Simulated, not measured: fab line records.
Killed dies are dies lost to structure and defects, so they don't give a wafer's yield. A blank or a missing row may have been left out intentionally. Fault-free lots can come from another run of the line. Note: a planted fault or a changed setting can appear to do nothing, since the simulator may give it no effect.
Chamber matching -- flow n5Finfet -- rieDiel-06 running N5_DUMMY_GATE_STRIP_40: 4 sister chambers
The step strips in CF4. 8 wafers are shown with their chamber, then 9 later ones without.

EACH WAFER AND ITS CHAMBER
wafer,chamber,drypumpMotorCurrentA (A),throttleValvePct (%)
L082.4,1,5.7,13.80
L082.5,2,6.1,13.81
L083.1,0,5.2,13.42
L083.4,3,6.2,13.29
L083.6,3,6.2,13.28
L085.1,0,5.2,13.43
L085.2,1,5.7,13.80
L085.3,2,6.0,13.84

WAFERS WHOSE CHAMBER IS MISSING
wafer,drypumpMotorCurrentA (A),throttleValvePct (%)
L088.1,5.2,13.45
L088.4,5.7,13.83
L088.5,6.1,13.81
L090.1,5.2,13.46
L090.3,6.2,13.31
L090.6,5.7,13.82
L093.1,6.2,13.31
L093.3,5.7,13.84
L093.4,5.2,13.47

WHICH CHAMBER EACH WENT THROUGH
wafer,from the rows above,in truth
L088.1,0,0
L088.4,1,1
L088.5,2,2
L090.1,0,0
L090.3,3,3
L090.6,1,1
L093.1,3,3
L093.3,1,1
L093.4,0,0
Correct placement for 9 of the 9. Not placeable from these rows: 0. 0 placed wrongly.
How it was worked out, from the rows above alone: a wafer's distance from a chamber is the root of the sum, over the readings, of the square of ((its reading less the chamber's mean) divided by the reading's scatter). The wafer belongs to the nearest chamber; if the next one is less than 2 further off, it can't be placed. A chamber's mean is the mean of its shown wafers. How the scatter is found: for the shown wafers, subtract from each reading the mean of its chamber, square and add these, divide the total by (wafers less chambers), then take the root.
